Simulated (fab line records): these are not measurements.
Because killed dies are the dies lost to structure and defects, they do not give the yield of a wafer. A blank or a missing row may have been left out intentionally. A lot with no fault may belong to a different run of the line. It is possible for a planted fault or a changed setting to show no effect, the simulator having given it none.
The tool behind it: which one? ; flow nand-harc ; 13 lots, 39 wafers sampled, at 3 steps of a route of 1159

## WHAT THE GAUGES READ, wafer by wafer
NHARC_A_CHANNEL_HOLE_D1_CD_MEAS_18. Usual: cd-nm reads 99.3 nm (standard deviation 1.5).
lot;measured;on;cd-nm (nm);flag
L202;day 8 06:32;cd-sem-02;99.8 98.7 100.2;
L201;day 8 11:22;cd-sem-03;98.1 98.2 98.5;
L204;day 8 20:38;cd-sem-02;97.9 98.2 97.1;
L203;day 8 20:58;cd-sem-03;98.9 101.9 98.2;
L205;day 9 02:43;cd-sem-03;99.3 97.8 99.5;
L206;day 9 04:39;cd-sem-02;97.9 98.1 97.9;
L207;day 10 02:05;cd-sem-03;99.6 99.7 98.5;
L209;day 10 05:09;cd-sem-01;98.5 97.6 99.2;
L210;day 10 13:28;cd-sem-02;97.9 97.3 101.4;
L213;day 11 15:23;cd-sem-03;96.6 99.8 99.6;
L216;day 11 21:54;cd-sem-03;98.3 101.1 101.0;
L219;day 12 18:59;cd-sem-02;96.5 100.4 98.9;
L222;day 13 12:03;cd-sem-01;99.8 98.3 99.9;

NHARC_A_CHANNEL_HOLE_D1_CD_MEAS_30. Usual: cd-nm reads 90.0 nm (standard deviation 0.97).
lot;measured;on;cd-nm (nm);flag
L202;day 8 12:15;cd-sem-03;90.0 89.6 88.2;
L201;day 8 16:55;cd-sem-02;90.0 89.1 90.2;
L204;day 9 02:14;cd-sem-02;90.1 89.3 90.5;
L203;day 9 02:32;cd-sem-02;89.8 89.0 89.9;
L205;day 9 08:23;cd-sem-02;90.4 90.3 90.6;
L206;day 9 10:24;cd-sem-01;88.9 88.6 90.6;
L207;day 10 07:40;cd-sem-02;89.0 90.6 90.3;
L209;day 10 12:56;cd-sem-01;89.3 90.3 89.8;
L210;day 10 19:14;cd-sem-03;90.9 89.4 88.2;
L213;day 11 23:11;cd-sem-02;90.4 90.9 89.8;
L216;day 12 05:03;cd-sem-01;90.5 90.0 89.6;
L219;day 13 00:35;cd-sem-03;89.5 90.0 88.7;
L222;day 13 17:47;cd-sem-02;90.9 91.3 89.9;

## EACH LOT AND THE TOOL THAT RAN IT (in order: tool; ch and the chambers of the sampled wafers; start)
lot;NHARC_A_CHANNEL_HOLE_D1_ETCH_19
L202;har-etch-01 ch 0,1, day 8 06:44
L201;har-etch-01 ch 0,1, day 8 11:26
L204;har-etch-01 ch 0,1, day 8 20:44
L203;har-etch-02 ch 0,1, day 8 21:04
L205;har-etch-02 ch 0,1, day 9 02:52
L206;har-etch-01 ch 0,1, day 9 04:43
L207;har-etch-01 ch 0,1, day 10 02:10
L209;har-etch-02 ch 0,1, day 10 07:24
L210;har-etch-01 ch 0,1, day 10 13:32
L213;har-etch-01 ch 0,1, day 11 17:43
L216;har-etch-02 ch 0,1, day 11 23:17
L219;har-etch-01 ch 0,1, day 12 19:04
L222;har-etch-02 ch 0, day 13 12:08
- NHARC_A_CHANNEL_HOLE_D1_ETCH_19: etches the open film in C4F8/O2/Ar, time 34.5 s.

## AS READ BY THE TOOLS THEMSELVES (means over the sampled wafers that have a number; for cases with no such wafer, the mark the record gives instead)
NHARC_A_CHANNEL_HOLE_D1_ETCH_19. Usual: chamber-pressure-mTorr 14.999 mTorr, standard deviation 0.014; drypump-motor-current-A 5.8 A, standard deviation 0.34; o2-flow-sccm 96.27 sccm, standard deviation 0.29; showerhead-plenum-p-Torr 3.82 Torr, standard deviation 0.12; throttle-valve-pct 37.040 %, standard deviation 0.0086.
lot;tool;chamber-pressure-mTorr (mTorr);drypump-motor-current-A (A);o2-flow-sccm (sccm);showerhead-plenum-p-Torr (Torr);throttle-valve-pct (%);flag
L202;har-etch-01;15.003;5.4;96.34;3.80;37.038;
L201;har-etch-01;14.994;5.5;96.27;3.71;37.048;
L204;har-etch-01;15.007;5.5;95.93;3.71;37.039;
L203;har-etch-02;14.994;6.0;96.30;3.92;37.035;
L205;har-etch-02;15.006;6.0;95.93;3.92;37.040;
L206;har-etch-01;14.992;5.5;96.22;3.79;37.031;
L207;har-etch-01;14.987;5.5;96.02;3.70;37.038;
L209;har-etch-02;14.998;6.2;96.47;3.91;37.036;
L210;har-etch-01;15.005;5.5;96.37;3.78;37.037;
L213;har-etch-01;15.009;5.5;96.15;3.69;37.047;
L216;har-etch-02;15.004;6.2;96.18;3.90;37.041;
L219;har-etch-01;14.987;5.4;95.88;3.77;37.038;
L222;har-etch-02;15.001;5.9;96.06;3.89;37.039;

## THE ANSWER, worked out from the rows above alone
Rule: take the mean of a lot's wafers that have a number; if it is more than 3 standard deviations from the usual mean, the lot is off. Also off: a lot with no number at a reading for which 4 or more lots have one. Any other lot the step has rows for is counted as sound. First the gauges in route order, then the tools' own readings, where a lot's mean is used as printed above. At the first step where some lot is off, the reading lying furthest off is the one used; lots without a number count as furthest.
Across all readings shown, no lot is off: no conclusion can be drawn from this.

## WHAT THE SIMULATOR PUT IN
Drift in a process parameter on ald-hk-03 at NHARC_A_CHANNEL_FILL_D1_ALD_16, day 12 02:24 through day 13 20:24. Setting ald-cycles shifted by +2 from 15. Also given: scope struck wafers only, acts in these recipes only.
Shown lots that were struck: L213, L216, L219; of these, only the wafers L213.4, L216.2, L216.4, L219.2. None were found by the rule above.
